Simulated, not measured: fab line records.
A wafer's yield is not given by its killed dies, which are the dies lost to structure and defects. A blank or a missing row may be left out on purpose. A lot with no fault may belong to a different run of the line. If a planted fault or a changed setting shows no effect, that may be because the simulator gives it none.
Matching of chambers + flow n5_finfet + N5_SD_EPI_P_ETCH_37 on rie_diel-03: 4 sister chambers
The step etches SOC in N2/H2, overetch 108 nm, time 486 s. 18 wafers are shown with their chamber, then 9 later ones without.

== WAFERS PAIRED WITH THEIR CHAMBERS ==
| wafer  | chamber | showerhead_plenum_p_Torr (Torr) | throttle_valve_pct (%) | oes_product_au (a.u.) |
|--------|---------|---------------------------------|------------------------|-----------------------|
| L074.2 | 2       | 2.53                            | 23.4                   | 0.69                  |
| L074.3 | 1       | 2.53                            | 24.1                   | 0.68                  |
| L074.5 | 1       | 2.53                            | 24.1                   | 0.68                  |
| L075.1 | 2       | 2.53                            | 23.4                   | 0.68                  |
| L075.3 | 0       | 2.64                            | 23.2                   | 0.70                  |
| L075.5 | 0       | 2.64                            | 23.2                   | 0.71                  |
| L080.1 | 3       | 2.70                            | 23.5                   | 0.87                  |
| L080.3 | 2       | 2.52                            | 23.4                   | 0.68                  |
| L080.5 | 2       | 2.52                            | 23.4                   | 0.67                  |
| L081.2 | 2       | 2.52                            | 23.4                   | 0.67                  |
| L081.3 | 1       | 2.53                            | 24.1                   | 0.67                  |
| L081.5 | 3       | 2.70                            | 23.5                   | 0.85                  |
| L085.3 | 1       | 2.52                            | 24.2                   | 0.67                  |
| L085.4 | 3       | 2.70                            | 23.5                   | 0.84                  |
| L085.6 | 3       | 2.70                            | 23.5                   | 0.83                  |
| L086.1 | 2       | 2.52                            | 23.4                   | 0.67                  |
| L086.3 | 3       | 2.70                            | 23.5                   | 0.83                  |
| L086.4 | 0       | 2.64                            | 23.2                   | 0.69                  |

SIGNATURES (averages over the wafers above)
| reading                  | chamber 0 | chamber 1 | chamber 2 | chamber 3 | scatter within a chamber |
|--------------------------|-----------|-----------|-----------|-----------|--------------------------|
| showerhead_plenum_p_Torr | 2.6400    | 2.5275    | 2.5233    | 2.7000    | 0.00386                  |
| throttle_valve_pct       | 23.200    | 24.125    | 23.400    | 23.500    | 0.0231                   |
| oes_product_au           | 0.7000    | 0.6750    | 0.6767    | 0.8440    | 0.0112                   |
Rule: a wafer's distance from a chamber is the root of the sum, over the readings, of the square of ((its reading less the chamber's mean) divided by the reading's scatter). The wafer belongs to the nearest chamber; if the next one is less than 2 further off, it can't be placed. The scatter: take each reading less its chamber's mean, square it, sum over the shown wafers, divide by the number of wafers less the number of chambers, and take the root.

== WAFERS WHOSE CHAMBER IS MISSING ==
| wafer  | showerhead_plenum_p_Torr (Torr) | throttle_valve_pct (%) | oes_product_au (a.u.) |
|--------|---------------------------------|------------------------|-----------------------|
| L089.4 | 2.52                            | 24.2                   | 0.66                  |
| L089.5 | 2.52                            | 24.2                   | 0.66                  |
| L089.6 | 2.63                            | 23.3                   | 0.69                  |
| L092.2 | 2.63                            | 23.3                   | 0.68                  |
| L092.5 | 2.52                            | 24.2                   | 0.66                  |
| L092.6 | 2.63                            | 23.3                   | 0.68                  |
| L096.1 | 2.63                            | 23.3                   | 0.67                  |
| L096.3 | 2.51                            | 23.4                   | 0.65                  |
| L096.4 | 2.52                            | 24.2                   | 0.65                  |

== CHAMBER TAKEN BY EACH ==
| wafer  | from the rows above | in truth |
|--------|---------------------|----------|
| L089.4 | 1                   | 1        |
| L089.5 | 1                   | 1        |
| L089.6 | 0                   | 0        |
| L092.2 | 0                   | 0        |
| L092.5 | 1                   | 1        |
| L092.6 | 0                   | 0        |
| L096.1 | 0                   | 0        |
| L096.3 | 2                   | 2        |
| L096.4 | 1                   | 1        |
Correctly placed: 9 of 9. Number that these rows cannot place: 0. 0 placed wrongly.
